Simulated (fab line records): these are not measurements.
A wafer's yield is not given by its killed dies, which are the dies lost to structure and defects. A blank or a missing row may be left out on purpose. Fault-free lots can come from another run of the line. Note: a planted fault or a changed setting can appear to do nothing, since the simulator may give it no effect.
Which tool is to blame? :: flow n5-finfet :: 20 wafers from 8 lots sampled at 8 of the route's 1938 steps

## WHAT EACH GAUGE READ, for each wafer
N5_BEOL_M4_RC_MEAS_101. Usual: DIBL_N 36.0 mV/V, standard deviation 2.5; DIBL_P 36.2 mV/V, standard deviation 3; IOFF_N 0.16 nA/um, standard deviation 0.044; IOFF_P 0.21 nA/um, standard deviation 0.049; ION_N 671 uA/um, standard deviation 15; ION_P 461 uA/um, standard deviation 8.7; SS_N 71.5 mV/dec, standard deviation 0.72; SS_P 73.4 mV/dec, standard deviation 0.9; VT_N 251 mV, standard deviation 4.4; VT_P -250 mV, standard deviation 4.
lot: L860
measured: day 8 21:15
on: prober-02
DIBL_N (mV/V): 34.6 33.6 33.5
DIBL_P (mV/V): 36.4 35.3 35.5
IOFF_N (nA/um): 0.13 0.13 0.13
IOFF_P (nA/um): 0.19 0.17 0.18
ION_N (uA/um): 652 660 652
ION_P (uA/um): 449 452 447
SS_N (mV/dec): 71.9 71.7 72.0
SS_P (mV/dec): 73.2 73.2 73.0
VT_N (mV): 254 253 254
VT_P (mV): -252 -253 -255
flag: 

lot: L861
measured: day 8 21:51
on: prober-01
DIBL_N (mV/V): 39.1 36.2 35.8
DIBL_P (mV/V): 39.3 36.5 34.4
IOFF_N (nA/um): 0.23 0.17 0.16
IOFF_P (nA/um): 0.27 0.23 0.20
ION_N (uA/um): 683 688 659
ION_P (uA/um): 463 468 451
SS_N (mV/dec): 73.2 71.3 71.9
SS_P (mV/dec): 74.2 73.4 73.2
VT_N (mV): 247 248 249
VT_P (mV): -246 -248 -248
flag: 

lot: L866
measured: day 10 07:43
on: prober-02
DIBL_N (mV/V): 38.8 36.0
DIBL_P (mV/V): 38.6 35.6
IOFF_N (nA/um): 0.19 0.14
IOFF_P (nA/um): 0.23 0.19
ION_N (uA/um): 683 663
ION_P (uA/um): 460 460
SS_N (mV/dec): 71.1 71.0
SS_P (mV/dec): 73.7 72.6
VT_N (mV): 248 255
VT_P (mV): -249 -251
flag: 

lot: L869
measured: day 11 04:19
on: prober-02
DIBL_N (mV/V): 35.8 38.2
DIBL_P (mV/V): 35.0 37.5
IOFF_N (nA/um): 0.13 0.17
IOFF_P (nA/um): 0.19 0.22
ION_N (uA/um): 662 672
ION_P (uA/um): 459 463
SS_N (mV/dec): 71.5 72.1
SS_P (mV/dec): 73.2 73.5
VT_N (mV): 253 249
VT_P (mV): -253 -247
flag: 

lot: L870
measured: day 11 11:53
on: prober-02
DIBL_N (mV/V): 36.6 38.0
DIBL_P (mV/V): 36.2 37.7
IOFF_N (nA/um): 0.16 0.18
IOFF_P (nA/um): 0.21 0.22
ION_N (uA/um): 666 680
ION_P (uA/um): 452 460
SS_N (mV/dec): 71.6 71.9
SS_P (mV/dec): 73.5 74.1
VT_N (mV): 252 249
VT_P (mV): -250 -253
flag: 

lot: L875
measured: day 12 07:01
on: prober-02
DIBL_N (mV/V): 37.8 34.2 38.7
DIBL_P (mV/V): 37.9 32.6 38.6
IOFF_N (nA/um): 0.20 0.12 0.23
IOFF_P (nA/um): 0.22 0.15 0.25
ION_N (uA/um): 691 660 700
ION_P (uA/um): 461 448 463
SS_N (mV/dec): 71.4 71.2 72.4
SS_P (mV/dec): 74.0 72.5 74.3
VT_N (mV): 245 254 243
VT_P (mV): -252 -254 -251
flag: 

lot: L873
measured: day 12 12:41
on: prober-01
DIBL_N (mV/V): 34.6 38.4 39.2
DIBL_P (mV/V): 35.0 39.2 41.3
IOFF_N (nA/um): 0.12 0.19 0.21
IOFF_P (nA/um): 0.17 0.25 0.28
ION_N (uA/um): 659 686 685
ION_P (uA/um): 452 464 466
SS_N (mV/dec): 70.8 71.7 72.1
SS_P (mV/dec): 72.6 74.5 73.9
VT_N (mV): 257 248 247
VT_P (mV): -250 -249 -249
flag: 

lot: L882
measured: day 14 06:51
on: prober-02
DIBL_N (mV/V): 37.1 34.0
DIBL_P (mV/V): 38.2 34.5
IOFF_N (nA/um): 0.17 0.12
IOFF_P (nA/um): 0.21 0.16
ION_N (uA/um): 685 675
ION_P (uA/um): 470 460
SS_N (mV/dec): 71.1 70.8
SS_P (mV/dec): 74.5 73.5
VT_N (mV): 253 252
VT_P (mV): -253 -258
flag: 

N5_BEOL_M5_OVL_MEAS_29. Usual: V4_OVL typically reads 0.1 nm, with standard deviation 0.65.
lot: L860
measured: day 9 01:25
on: overlay-02
V4_OVL (nm): 0.2 -0.1 -0.4
flag: 

lot: L861
measured: day 9 01:37
on: overlay-02
V4_OVL (nm): 0.8 -0.6 -0.3
flag: 

lot: L866
measured: day 10 15:43
on: overlay-02
V4_OVL (nm): -0.8 0.6
flag: 

lot: L869
measured: day 11 08:41
on: overlay-01
V4_OVL (nm): -0.3 -0.1
flag: 

lot: L870
measured: day 11 16:02
on: overlay-02
V4_OVL (nm): 0.0 0.2
flag: 

lot: L875
measured: day 12 11:05
on: overlay-02
V4_OVL (nm): 0.6 -0.5 0.7
flag: 

lot: L873
measured: day 12 20:51
on: overlay-01
V4_OVL (nm): 0.1 1.0 1.1
flag: 

lot: L882
measured: day 14 11:24
on: overlay-01
V4_OVL (nm): -0.1 -0.2
flag: 

N5_BEOL_M5_OCD_MEAS_38. Usual: trench-depth-nm 71.1 nm, standard deviation 2.
lot: L860
measured: day 9 01:55
on: ocd-02
trench-depth-nm (nm): 71.3 68.7 71.7
flag: 

lot: L861
measured: day 9 02:25
on: ocd-01
trench-depth-nm (nm): 72.4 69.6 69.7
flag: 

lot: L866
measured: day 10 16:14
on: ocd-01
trench-depth-nm (nm): 32.1 73.7
flag: OFF

lot: L869
measured: day 11 09:16
on: ocd-01
trench-depth-nm (nm): 29.9 72.3
flag: OFF

lot: L870
measured: day 11 16:44
on: ocd-01
trench-depth-nm (nm): 30.5 30.4
flag: OFF

lot: L875
measured: day 12 11:43
on: ocd-02
trench-depth-nm (nm): 71.0 70.7 69.5
flag: 

lot: L873
measured: day 12 21:36
on: ocd-01
trench-depth-nm (nm): 71.1 70.3 70.5
flag: 

lot: L882
measured: day 14 12:26
on: ocd-02
trench-depth-nm (nm): 73.9 74.0
flag: 

N5_BEOL_M5_THK_MEAS_53: measures by xrf. Usual: M5_THK typically reads 61.5 nm, with standard deviation 2.3.
lot: L860
measured: day 9 08:31
on: film-metro-01
M5_THK (nm): 62.0 57.4 62.5
flag: 

lot: L861
measured: day 9 08:59
on: film-metro-01
M5_THK (nm): 64.3 57.9 61.2
flag: 

lot: L866
measured: day 10 23:04
on: film-metro-02
M5_THK (nm): 22.0 64.4
flag: OFF

lot: L869
measured: day 11 15:52
on: film-metro-01
M5_THK (nm): 21.1 62.9
flag: OFF

lot: L870
measured: day 11 23:59
on: film-metro-02
M5_THK (nm): 19.7 21.6
flag: OFF

lot: L875
measured: day 12 18:19
on: film-metro-02
M5_THK (nm): 61.7 62.3 61.2
flag: 

lot: L873
measured: day 13 05:20
on: film-metro-02
M5_THK (nm): 59.0 62.4 58.7
flag: 

lot: L882
measured: day 14 19:29
on: film-metro-02
M5_THK (nm): 65.2 64.1
flag: 

N5_BEOL_M5_RS_MEAS_57: the measuring method here is four-point-probe. Usual: M5_RS typically reads 0.393 ohm/sq, with standard deviation 0.018.
lot: L860
measured: day 9 08:47
on: film-metro-02
M5_RS (ohm/sq): 0.389 0.427 0.385
flag: 

lot: L861
measured: day 9 09:15
on: film-metro-02
M5_RS (ohm/sq): 0.369 0.416 0.390
flag: 

lot: L866
measured: day 10 23:20
on: film-metro-01
M5_RS (ohm/sq): 1.493 0.369
flag: OFF

lot: L869
measured: day 11 16:08
on: film-metro-02
M5_RS (ohm/sq): 1.594 0.383
flag: OFF

lot: L870
measured: day 12 00:16
on: film-metro-02
M5_RS (ohm/sq): 1.761 1.549
flag: OFF

lot: L875
measured: day 12 18:38
on: film-metro-01
M5_RS (ohm/sq): 0.392 0.391 0.397
flag: 

lot: L873
measured: day 13 05:35
on: film-metro-02
M5_RS (ohm/sq): 0.413 0.385 0.413
flag: 

lot: L882
measured: day 14 19:47
on: film-metro-01
M5_RS (ohm/sq): 0.364 0.373
flag: 

## TOOL THAT RAN EACH LOT (tool first, then ch and the chambers of the sampled wafers, then the start)
lot: L860
N5_BEOL_M5_DESCUM_33: rie-diel-06 ch 1,2,3, day 9 01:30
N5_BEOL_M5_STRIP_36: rie-diel-06 ch 1,2,3, day 9 01:43
N5_BEOL_M5_TRENCH_ETCH_37: rie-diel-06 ch 1,2,3, day 9 01:46

lot: L861
N5_BEOL_M5_DESCUM_33: rie-diel-06 ch 2,3, day 9 02:00
N5_BEOL_M5_STRIP_36: rie-diel-06 ch 2,3, day 9 02:13
N5_BEOL_M5_TRENCH_ETCH_37: rie-diel-06 ch 2,3, day 9 02:16

lot: L866
N5_BEOL_M5_DESCUM_33: rie-diel-06 ch 1, day 10 15:49
N5_BEOL_M5_STRIP_36: rie-diel-06 ch 1, day 10 16:02
N5_BEOL_M5_TRENCH_ETCH_37: rie-diel-06 ch 1, day 10 16:04

lot: L869
N5_BEOL_M5_DESCUM_33: rie-diel-06 ch 1,2, day 11 08:51
N5_BEOL_M5_STRIP_36: rie-diel-06 ch 1,2, day 11 09:05
N5_BEOL_M5_TRENCH_ETCH_37: rie-diel-06 ch 1,2, day 11 09:07

lot: L870
N5_BEOL_M5_DESCUM_33: rie-diel-06 ch 2,3, day 11 16:19
N5_BEOL_M5_STRIP_36: rie-diel-06 ch 2,3, day 11 16:32
N5_BEOL_M5_TRENCH_ETCH_37: rie-diel-06 ch 2,3, day 11 16:35

lot: L875
N5_BEOL_M5_DESCUM_33: rie-diel-04 ch 0,1,3, day 12 11:19
N5_BEOL_M5_STRIP_36: rie-diel-04 ch 0,1,3, day 12 11:32
N5_BEOL_M5_TRENCH_ETCH_37: rie-diel-04 ch 0,1,3, day 12 11:34

lot: L873
N5_BEOL_M5_DESCUM_33: rie-diel-03 ch 0,1, day 12 21:11
N5_BEOL_M5_STRIP_36: rie-diel-03 ch 0,1, day 12 21:25
N5_BEOL_M5_TRENCH_ETCH_37: rie-diel-03 ch 0,1, day 12 21:27

lot: L882
N5_BEOL_M5_DESCUM_33: rie-diel-03 ch 3, day 14 11:49
N5_BEOL_M5_STRIP_36: rie-diel-03 ch 3, day 14 12:10
N5_BEOL_M5_TRENCH_ETCH_37: rie-diel-03 ch 3, day 14 12:13
- N5_BEOL_M5_DESCUM_33: chemistry O2, time 7 s.
- N5_BEOL_M5_STRIP_36: strips in N2/H2.
- N5_BEOL_M5_TRENCH_ETCH_37: etches SiCOH lowk in C4F6/O2, target depth 71.652 nm, time 24.7 s.

## AS READ BY THE TOOLS THEMSELVES (means over the sampled wafers that have a number; for cases with no such wafer, the mark the record gives instead)
N5_BEOL_M5_DESCUM_33. Usual: drypump-motor-current-A 5.7 A, standard deviation 0.45; oes-product-au 0.80 a.u., standard deviation 0.084; rf-vpp-V 243.3 V, standard deviation 1.2; showerhead-plenum-p-Torr 2.10 Torr, standard deviation 0.067; temp-c 40.00 C, standard deviation 0.1; throttle-valve-pct 20.48 %, standard deviation 0.21.
lot: L860
tool: rie-diel-06
drypump-motor-current-A (A): 6.0
oes-product-au (a.u.): 0.77
rf-vpp-V (V): 243.9
showerhead-plenum-p-Torr (Torr): 2.09
temp-c (C): 40.01
throttle-valve-pct (%): 20.43
flag: 

lot: L861
tool: rie-diel-06
drypump-motor-current-A (A): 6.1
oes-product-au (a.u.): 0.76
rf-vpp-V (V): 243.1
showerhead-plenum-p-Torr (Torr): 2.08
temp-c (C): 39.90
throttle-valve-pct (%): 20.41
flag: 

lot: L866
tool: rie-diel-06
drypump-motor-current-A (A): 5.7
oes-product-au (a.u.): 0.74
rf-vpp-V (V): 243.1
showerhead-plenum-p-Torr (Torr): 2.07
temp-c (C): 40.07
throttle-valve-pct (%): 20.62
flag: 

lot: L869
tool: rie-diel-06
drypump-motor-current-A (A): 5.8
oes-product-au (a.u.): 0.70
rf-vpp-V (V): 243.4
showerhead-plenum-p-Torr (Torr): 2.06
temp-c (C): 40.05
throttle-valve-pct (%): 20.56
flag: 

lot: L870
tool: rie-diel-06
drypump-motor-current-A (A): 6.1
oes-product-au (a.u.): 0.76
rf-vpp-V (V): 242.7
showerhead-plenum-p-Torr (Torr): 2.08
temp-c (C): 40.02
throttle-valve-pct (%): 20.42
flag: 

lot: L875
tool: rie-diel-04
drypump-motor-current-A (A): 5.4
oes-product-au (a.u.): 0.73
rf-vpp-V (V): 242.5
showerhead-plenum-p-Torr (Torr): 2.06
temp-c (C): 40.07
throttle-valve-pct (%): 20.60
flag: 

lot: L873
tool: rie-diel-03
drypump-motor-current-A (A): 5.2
oes-product-au (a.u.): 0.80
rf-vpp-V (V): 244.7
showerhead-plenum-p-Torr (Torr): 2.17
temp-c (C): 39.95
throttle-valve-pct (%): 20.52
flag: 

lot: L882
tool: rie-diel-03
drypump-motor-current-A (A): 6.3
oes-product-au (a.u.): 0.84
rf-vpp-V (V): 243.7
showerhead-plenum-p-Torr (Torr): 2.12
temp-c (C): 40.03
throttle-valve-pct (%): 20.73
flag: 

N5_BEOL_M5_STRIP_36. Usual: drypump-motor-current-A is 5.7 A with standard deviation 0.45, oes-product-au is 0.80 a.u. with standard deviation 0.084, power-w is 449.9 W with standard deviation 1.4, rf-vpp-V is 58.9 V with standard deviation 1.4, showerhead-plenum-p-Torr is 2.55 Torr with standard deviation 0.078, temp-c is 40.00 C with standard deviation 0.12, and throttle-valve-pct is 23.8 % with standard deviation 0.42.
lot: L860
tool: rie-diel-06
drypump-motor-current-A (A): 6.0
oes-product-au (a.u.): 0.78
power-w (W): 450.1
rf-vpp-V (V): 58.8
showerhead-plenum-p-Torr (Torr): 2.54
temp-c (C): 40.01
throttle-valve-pct (%): 23.7
flag: 

lot: L861
tool: rie-diel-06
drypump-motor-current-A (A): 6.1
oes-product-au (a.u.): 0.75
power-w (W): 449.6
rf-vpp-V (V): 60.2
showerhead-plenum-p-Torr (Torr): 2.53
temp-c (C): 40.17
throttle-valve-pct (%): 23.6
flag: 

lot: L866
tool: rie-diel-06
drypump-motor-current-A (A): 5.7
oes-product-au (a.u.): 0.75
power-w (W): 449.9
rf-vpp-V (V): 57.8
showerhead-plenum-p-Torr (Torr): 2.52
temp-c (C): 40.09
throttle-valve-pct (%): 23.8
flag: 

lot: L869
tool: rie-diel-06
drypump-motor-current-A (A): 5.8
oes-product-au (a.u.): 0.71
power-w (W): 449.4
rf-vpp-V (V): 57.8
showerhead-plenum-p-Torr (Torr): 2.50
temp-c (C): 40.02
throttle-valve-pct (%): 23.6
flag: 

lot: L870
tool: rie-diel-06
drypump-motor-current-A (A): 6.2
oes-product-au (a.u.): 0.78
power-w (W): 448.6
rf-vpp-V (V): 59.7
showerhead-plenum-p-Torr (Torr): 2.54
temp-c (C): 40.08
throttle-valve-pct (%): 23.6
flag: 

lot: L875
tool: rie-diel-04
drypump-motor-current-A (A): 5.4
oes-product-au (a.u.): 0.74
power-w (W): 449.2
rf-vpp-V (V): 57.3
showerhead-plenum-p-Torr (Torr): 2.50
temp-c (C): 40.04
throttle-valve-pct (%): 23.8
flag: 

lot: L873
tool: rie-diel-03
drypump-motor-current-A (A): 5.3
oes-product-au (a.u.): 0.80
power-w (W): 448.8
rf-vpp-V (V): 59.4
showerhead-plenum-p-Torr (Torr): 2.63
temp-c (C): 40.00
throttle-valve-pct (%): 23.7
flag: 

lot: L882
tool: rie-diel-03
drypump-motor-current-A (A): 6.3
oes-product-au (a.u.): 0.84
power-w (W): 450.0
rf-vpp-V (V): 61.2
showerhead-plenum-p-Torr (Torr): 2.60
temp-c (C): 39.97
throttle-valve-pct (%): 24.6
flag: 

N5_BEOL_M5_TRENCH_ETCH_37. Usual: drypump-motor-current-A 5.7 A, standard deviation 0.45; oes-product-au 0.79 a.u., standard deviation 0.085; rf-vpp-V 675 V, standard deviation 28; run-length-s 48.1 s, standard deviation 0.39; showerhead-plenum-p-Torr 2.85 Torr, standard deviation 0.09; throttle-valve-pct 20.99 %, standard deviation 0.2.
lot: L860
tool: rie-diel-06
drypump-motor-current-A (A): 6.0
oes-product-au (a.u.): 0.76
rf-vpp-V (V): 682
run-length-s (s): 47.6
showerhead-plenum-p-Torr (Torr): 2.84
throttle-valve-pct (%): 20.94
flag: 

lot: L861
tool: rie-diel-06
drypump-motor-current-A (A): 6.1
oes-product-au (a.u.): 0.75
rf-vpp-V (V): 662
run-length-s (s): 48.1
showerhead-plenum-p-Torr (Torr): 2.83
throttle-valve-pct (%): 20.95
flag: 

lot: L866
tool: rie-diel-06
drypump-motor-current-A (A): 5.7
oes-product-au (a.u.): 0.74
rf-vpp-V (V): 714
run-length-s (s): 40.8
showerhead-plenum-p-Torr (Torr): 2.80
throttle-valve-pct (%): 20.97
flag: OFF

lot: L869
tool: rie-diel-06
drypump-motor-current-A (A): 5.8
oes-product-au (a.u.): 0.70
rf-vpp-V (V): 684
run-length-s (s): 40.9
showerhead-plenum-p-Torr (Torr): 2.79
throttle-valve-pct (%): 20.98
flag: OFF

lot: L870
tool: rie-diel-06
drypump-motor-current-A (A): 6.2
oes-product-au (a.u.): 0.74
rf-vpp-V (V): 666
run-length-s (s): 33.8
showerhead-plenum-p-Torr (Torr): 2.84
throttle-valve-pct (%): 20.99
flag: OFF

lot: L875
tool: rie-diel-04
drypump-motor-current-A (A): 5.4
oes-product-au (a.u.): 0.74
rf-vpp-V (V): 644
run-length-s (s): 48.3
showerhead-plenum-p-Torr (Torr): 2.79
throttle-valve-pct (%): 20.98
flag: 

lot: L873
tool: rie-diel-03
drypump-motor-current-A (A): 5.3
oes-product-au (a.u.): 0.80
rf-vpp-V (V): 717
run-length-s (s): 48.2
showerhead-plenum-p-Torr (Torr): 2.96
throttle-valve-pct (%): 21.08
flag: 

lot: L882
tool: rie-diel-03
drypump-motor-current-A (A): 6.3
oes-product-au (a.u.): 0.84
rf-vpp-V (V): 659
run-length-s (s): 48.3
showerhead-plenum-p-Torr (Torr): 2.90
throttle-valve-pct (%): 21.32
flag: 

## THE ANSWER, worked out from the rows above alone
Rule: a lot counts as off when the mean over its wafers that have a number is more than 3 standard deviations away from the usual mean. Also off: a lot with no number at a reading for which 4 or more lots have one. All remaining lots with rows at the step are treated as sound. After the gauges, taken in route order, come the tools' own readings; for these a lot's mean is taken, as printed above. The first step at which some lot is off is used, and at that step the reading that is off furthest; a lot without a number counts as furthest.
Off: L866, L869, L870 (N5_BEOL_M5_OCD_MEAS_38, trench-depth-nm).
If a tool, at a process step before that reading, ran all the lots that are off and no sound lot after the first of them, it fits. The gauges at N5_BEOL_M5_OCD_MEAS_38 aren't tried: what is off there is off at N5_BEOL_M5_THK_MEAS_53 too, on other tools, and a gauge's error can't cause that. One fits: rie-diel-06 at N5_BEOL_M5_DESCUM_33 and N5_BEOL_M5_STRIP_36 and N5_BEOL_M5_TRENCH_ETCH_37. At N5_BEOL_M5_DESCUM_33 its last sound lot is L861 (day 9 02:00), its first lot that is off L866 (day 10 15:49): a fault that began between those two fits.

## WHAT THE SIMULATOR HAD PUT IN
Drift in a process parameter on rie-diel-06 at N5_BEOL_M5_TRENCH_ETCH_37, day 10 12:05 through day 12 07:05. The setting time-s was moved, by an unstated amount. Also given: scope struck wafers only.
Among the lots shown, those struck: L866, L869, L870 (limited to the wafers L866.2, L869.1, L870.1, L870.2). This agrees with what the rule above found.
